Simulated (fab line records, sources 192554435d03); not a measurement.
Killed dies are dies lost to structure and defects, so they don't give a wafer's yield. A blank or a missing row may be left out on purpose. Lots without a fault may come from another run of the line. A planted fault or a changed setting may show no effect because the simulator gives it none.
Chamber matching | flow n5_finfet | N5_BEOL_M0_CUTY_ETCH_63 on rie_diel-04: 4 sister chambers
The step etches SOC in N2/H2, target depth 82.7 nm, overetch 16.5 nm, time 124 s. 4 wafers are shown with their chamber, then 9 later ones without.

WAFERS WITH THEIR CHAMBER
wafer  | chamber | showerhead_plenum_p_Torr (Torr)
L083.5 | 3       | 2.43
L089.1 | 1       | 2.43
L089.2 | 2       | 2.58
L089.6 | 0       | 2.56

WAFERS WITHOUT THEIR CHAMBER
wafer  | showerhead_plenum_p_Torr (Torr)
L094.4 | 2.56
L094.5 | 2.58
L094.6 | 2.42
L096.2 | 2.55
L096.3 | 2.42
L096.4 | 2.57
L097.1 | 2.57
L097.4 | 2.42
L097.6 | 2.42

WHICH CHAMBER EACH WENT THROUGH
wafer  | from the rows above     | in truth
L094.4 | 0                       | 0
L094.5 | 2                       | 2
L094.6 | can't be placed: 1 or 3 | 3
L096.2 | 0                       | 0
L096.3 | can't be placed: 1 or 3 | 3
L096.4 | can't be placed: 0 or 2 | 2
L097.1 | can't be placed: 0 or 2 | 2
L097.4 | can't be placed: 1 or 3 | 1
L097.6 | can't be placed: 1 or 3 | 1
Placed correctly: 3 of 9. Can't be placed from these rows: 6 (the true chamber is among the candidates in 6). Placed wrongly: 0.
How it was worked out, from the rows above alone: a wafer's distance from a chamber is the root of the sum, over the readings, of the square of ((its reading less the chamber's mean) divided by the reading's scatter). The wafer belongs to the nearest chamber; if the next one is less than 2 further off, it can't be placed. A chamber's mean is the mean of its shown wafers. The scatter: with one shown wafer a chamber, the root of the mean of the squares of how far each hidden wafer lies from its nearest shown one.
